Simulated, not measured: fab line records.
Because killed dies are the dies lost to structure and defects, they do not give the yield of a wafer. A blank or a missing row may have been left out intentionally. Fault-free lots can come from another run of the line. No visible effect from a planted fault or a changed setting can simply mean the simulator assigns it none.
Chamber matching | flow n5-finfet | N5_BEOL_M12_DESCUM_33 on rie-diel-05 has 4 sister chambers
The step chemistry O2, time 7.9 s. 16 wafers are shown with their chamber, then 8 later ones without.

WAFERS WITH THEIR CHAMBER
wafer  | chamber | drypump-motor-current-A (A) | showerhead-plenum-p-Torr (Torr) | throttle-valve-pct (%)
L074.1 | 2       | 5.8                         | 2.14                            | 20.83
L074.3 | 1       | 5.4                         | 2.23                            | 20.20
L074.5 | 2       | 5.7                         | 2.14                            | 20.81
L079.1 | 3       | 6.5                         | 2.16                            | 20.64
L079.3 | 0       | 6.3                         | 2.12                            | 20.41
L079.4 | 2       | 5.8                         | 2.14                            | 20.41
L080.3 | 1       | 5.4                         | 2.22                            | 20.23
L080.4 | 2       | 5.7                         | 2.14                            | 20.43
L080.5 | 0       | 6.3                         | 2.12                            | 20.44
L084.4 | 3       | 6.6                         | 2.15                            | 20.68
L084.5 | 2       | 5.8                         | 2.13                            | 20.44
L084.6 | 1       | 5.4                         | 2.22                            | 20.26
L090.3 | 2       | 5.8                         | 2.13                            | 20.46
L090.5 | 0       | 6.3                         | 2.12                            | 20.45
L090.6 | 2       | 5.8                         | 2.13                            | 20.46
L087.2 | 1       | 5.4                         | 2.22                            | 20.26

SIGNATURES, as means of the wafers listed above
reading                  | chamber 0 | chamber 1 | chamber 2 | chamber 3 | scatter within a chamber
drypump-motor-current-A  | 6.300     | 5.400     | 5.771     | 6.550     | 0.0401
showerhead-plenum-p-Torr | 2.1200    | 2.2225    | 2.1357    | 2.1550    | 0.00497
throttle-valve-pct       | 20.4333   | 20.2375   | 20.5486   | 20.6600   | 0.133
Rule: a wafer lies at a distance from a chamber equal to the root of the sum of squares, over the readings, of (its reading less the chamber's mean, divided by the reading's scatter). The wafer belongs to the nearest chamber; if the next one is less than 2 further off, it can't be placed. The scatter: the root of (the sum of the squares of (reading less its chamber's mean) over the shown wafers, divided by (wafers less chambers)).

WAFERS WHOSE CHAMBER IS MISSING
wafer  | drypump-motor-current-A (A) | showerhead-plenum-p-Torr (Torr) | throttle-valve-pct (%)
L087.4 | 6.3                         | 2.12                            | 20.43
L087.6 | 5.4                         | 2.22                            | 20.27
L095.4 | 5.4                         | 2.21                            | 20.29
L095.5 | 6.6                         | 2.15                            | 20.31
L095.6 | 5.8                         | 2.13                            | 20.46
L093.1 | 6.3                         | 2.11                            | 20.48
L093.4 | 5.8                         | 2.12                            | 20.48
L093.5 | 6.3                         | 2.11                            | 20.48

CHAMBER TAKEN BY EACH
wafer  | from the rows above | in truth
L087.4 | 0                   | 0
L087.6 | 1                   | 1
L095.4 | 1                   | 1
L095.5 | 3                   | 3
L095.6 | 2                   | 2
L093.1 | 0                   | 0
L093.4 | 2                   | 2
L093.5 | 0                   | 0
Placed correctly: 8 of 8. Not placeable from these rows: 0. Number placed wrongly: 0.
